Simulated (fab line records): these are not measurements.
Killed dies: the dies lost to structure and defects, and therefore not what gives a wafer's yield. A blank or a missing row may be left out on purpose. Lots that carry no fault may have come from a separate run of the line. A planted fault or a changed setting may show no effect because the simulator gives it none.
A lot that was struck, set against a sound lot ; flow n5-finfet ; 16 out of 1938 route steps
Sound: the wafers L275.1, L275.5, L275.6. Wafers L274.1, L274.4, L274.5 were the ones struck. The cause comes at the end.
Per side, at each step with rows, come the tool, then ch with its chambers, and then its first start. Under that, the readings that differ: sound wafers ; struck wafers ; difference of the means ; sigmas: that difference in standard deviations of wafers without a fault.
alike: same words and numbers on both sides, and readings whose means sit less than 2 such deviations apart. not compared: any withheld reading, any reading some wafer has no value for, any bound like >300 that may hide the same value, and any number with overlapping values for which the record gives no deviation.
A row with sigmas, a row that says differs or no value, or rows on one side alone: a step with any of these is where the two part. Numbers that don't overlap but have no deviation are shown without sigmas and don't part them. A reading missing from all wafers of one side parts the sides only when that side holds two or more wafers.

first, 2 steps without rows for these wafers: N5_BEOL_M0_STRIP_139 (strips in post etch residue remover, time 60 s); N5_BEOL_M0_SRD_111 (time 30 s).
N5_BEOL_M0_DEGAS_112: time 60 s.
  sound on pvd-sputter-02, day 11 00:43; struck on pvd-sputter-02, day 10 13:23
  alike: heater-power-w
then, 1 step without rows for these wafers: N5_BEOL_M0_PRE_CLEAN_113 (time 30 s).
N5_BEOL_M0_ALD_136: deposits TaN, pulse time 2 s, purge time 3 s, co reactant purge time 2 s.
  sound on ald-metal-01 ch 0,1, day 11 00:49; struck on ald-metal-01 ch 0,1,3, day 10 13:31
  alike: heater-power-w
then, 2 steps without rows for these wafers: N5_BEOL_M0_SURFACE_TREAT_137; N5_BEOL_M0_CVD_115 (deposits Co from CCTBA/H2, time 120 s).
N5_BEOL_M0_SPUTTER_116: material Cu, target thk 4 nm, time 7.37 s.
  sound on pvd-sputter-01, day 11 01:12; struck on pvd-sputter-03, day 10 14:25
  alike: substrate-temp-c, throttle-valve-pct
then, 2 steps without rows for these wafers: N5_BEOL_M0_ANNEAL_117 (time 60 s); N5_BEOL_M0_SPUTTER_132 (material Cu, target thk 4 nm, time 7.37 s).
N5_BEOL_M0_ANNEAL_133: time 60 s.
  sound on pvd-sputter-01, day 11 01:24; struck on pvd-sputter-03, day 10 14:37
  alike: heater-power-w, susceptor-temp-C
then, 1 step without rows for these wafers: N5_BEOL_M0_SPUTTER_134 (material Cu, target thk 4 nm, time 7.37 s).
N5_BEOL_M0_ANNEAL_135: time 60 s.
  sound on pvd-sputter-01, day 11 01:31; struck on pvd-sputter-03, day 10 14:44
  no value came back on the struck wafers for heater-power-w (W), susceptor-temp-C (C); on the sound wafers heater-power-w (W) reads 730 924 837
N5_BEOL_M0_SPUTTER_141: material Cu, target thk 4 nm, time 7.37 s.
  sound on pvd-sputter-01, day 11 01:34; struck on pvd-sputter-03, day 10 14:47
  alike: substrate-temp-c, throttle-valve-pct
-- the record jumps here: 7 days lie between the struck wafers' starts before and after (it left off in module BEOL_M0 and takes up again in module BEOL_M4, whose first step shown is number 1111 of the route) --
N5_BEOL_M4_RC_MEAS_101:
  sound on prober-02 ch 0, day 15 22:40; struck on prober-01 ch 0, day 17 04:20
reading;sound;struck;difference;sigmas
SS_N (mV/dec);72.0 72.7 72.5;71.2 70.1 70.7;-1.7;-2
  alike: DIBL_N, DIBL_P, IOFF_N, IOFF_P, ION_N, ION_P, SS_P, VT_N, VT_P
-- the record jumps here: 4 days lie between the struck wafers' starts before and after (it left off in module BEOL_M4 and takes up again in module PASSIVATION, whose first step shown is number 1936 of the route) --
N5_PASSIVATION_PROBE_49:
  sound on prober-01, day 21 16:10; struck on prober-02, day 21 14:50
  alike: defect-limited-yield, killed_at_M0_to_M3, killed_at_M4_up, killed-at-contacts, killed-at-front-end, killed-at-other, killed-dies, killed-open, killed-short, sort_bin_5_function, sort_bin_6_memory, sort-n-pass, sort-yield-pct

## WHERE THEY PART
Earliest at N5_BEOL_M0_ANNEAL_135; latest, in this record, at N5_BEOL_M4_RC_MEAS_101. Later steps at which nothing parts them and some readings are alike: N5_PASSIVATION_PROBE_49.

WHY: whatever the simulator had introduced
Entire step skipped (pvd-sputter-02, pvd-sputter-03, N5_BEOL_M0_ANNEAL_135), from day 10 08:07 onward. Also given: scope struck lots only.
